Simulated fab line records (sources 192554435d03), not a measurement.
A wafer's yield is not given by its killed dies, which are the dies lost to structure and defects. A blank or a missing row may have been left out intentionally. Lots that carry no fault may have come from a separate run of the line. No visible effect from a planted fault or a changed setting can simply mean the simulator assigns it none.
A single fault, viewed from 2 desks :: flow n5Finfet :: only its own numbers are on each desk; what lay behind them is given at the end

AT THE METROLOGY DESK
What the gauges read, lot by lot, whatever tool the lot ran on: means of the sampled wafers that have a number. A lot is out of limits, marked OUT, if its mean lies more than 4 standard deviations from the usual mean; the brackets give that distance. Only the readings that lie furthest out on some lot appear, 7 of the 11 it has.
Columns: A = M2_RS at N5_BEOL_M2_RS_MEAS_58, usual 0.67 ohm/sq; B = DIBL_N at N5_BEOL_M4_RC_MEAS_101, usual 36.0 mV/V; C = DIBL_P at N5_BEOL_M4_RC_MEAS_101, usual 36.2 mV/V; D = ION_N at N5_BEOL_M4_RC_MEAS_101, usual 675 uA/um; E = SS_N at N5_BEOL_M4_RC_MEAS_101, usual 71.4 mV/dec; F = SS_P at N5_BEOL_M4_RC_MEAS_101, usual 73.2 mV/dec; G = VT_N at N5_BEOL_M4_RC_MEAS_101, usual 250.2 mV
lot: L776
first seen here: day 7 18:30
A: 0.63
B: 36.7
C: 37.4
D: 678
E: 71.7
F: 73.1
G: 249.7

lot: L775
first seen here: day 7 22:35
A: 0.64
B: 35.1
C: 34.3
D: 673
E: 70.7
F: 72.9
G: 252.4

lot: L777
first seen here: day 8 13:33
A: 0.62
B: 36.9
C: 38.7
D: 681
E: 71.4
F: 73.6
G: 249.9

lot: L778
first seen here: day 8 13:45
A: 0.69
B: 35.4
C: 36.2
D: 673
E: 71.3
F: 72.7
G: 250.2

lot: L780
first seen here: day 10 01:44
A: 0.66
B: 33.8
C: 35.1
D: 664
E: 70.8
F: 72.3
G: 252.4

lot: L782
first seen here: day 11 03:58
A: 0.69
B: 36.5
C: 35.4
D: 672
E: 71.7
F: 73.3
G: 250.1

lot: L785
first seen here: day 12 02:25
A: 0.70
B: 34.8
C: 34.7
D: 659
E: 71.2
F: 72.5
G: 253.6

lot: L789
first seen here: day 12 15:48
A: 0.67
B: 34.3
C: 34.5
D: 662
E: 71.0
F: 73.3
G: 252.2

lot: L795
first seen here: day 13 09:35
A: 0.66
B: 36.6
C: 37.1
D: 673
E: 71.7
F: 73.2
G: 251.0
Finding of this desk: none of the 9 lots has anything out of limits.

DESK OF THE TOOL OWNER: pecvd-04
The tool's own readings at N5_BEOL_M2_PECVD_72 (deposits SiO2 from TEOS/O2, target thk 16 nm, time 18 s): means of the sampled wafers that have a number, for each lot that ran on this tool. A lot is out of limits, marked OUT, if its mean lies more than 4 standard deviations from the usual mean; the brackets give that distance.
Columns: A = heaterPowerW at N5_BEOL_M2_PECVD_72, usual 766 W; B = rfFwdPowerW at N5_BEOL_M2_PECVD_72, usual 444.8 W; C = showerheadPlenumPTorr at N5_BEOL_M2_PECVD_72, usual 8.80 Torr; D = susceptorTempC at N5_BEOL_M2_PECVD_72, usual 400.02 C; E = throttleValvePct at N5_BEOL_M2_PECVD_72, usual 22.9 %
lot: L775
first seen here: day 7 12:17
A: 800
B: 445.2
C: 8.82
D: 400.00
E: 23.3

lot: L778
first seen here: day 8 01:50
A: 847
B: 445.0
C: 8.81
D: 399.85
E: 23.4

lot: L777
first seen here: day 8 04:35
A: 728
B: 444.3
C: 8.83
D: 400.03
E: 22.4

lot: L782
first seen here: day 9 21:35
A: 837
B: 444.6
C: 8.87
D: 400.41
E: 23.8

lot: L785
first seen here: day 10 14:07
A: 866
B: 446.5
C: 8.85
D: 400.03
E: 25.4

lot: L795
first seen here: day 12 16:04
A: 901
B: 444.2
C: 8.87
D: 400.01
E: 24.1
Finding of this desk: none of the 6 lots has anything out of limits.

TAKEN TOGETHER
Nothing out of limits was seen by the metrology desk.
The tool owner's desk saw nothing out of limits.

WHAT HAD BEEN PUT IN BY THE SIMULATOR
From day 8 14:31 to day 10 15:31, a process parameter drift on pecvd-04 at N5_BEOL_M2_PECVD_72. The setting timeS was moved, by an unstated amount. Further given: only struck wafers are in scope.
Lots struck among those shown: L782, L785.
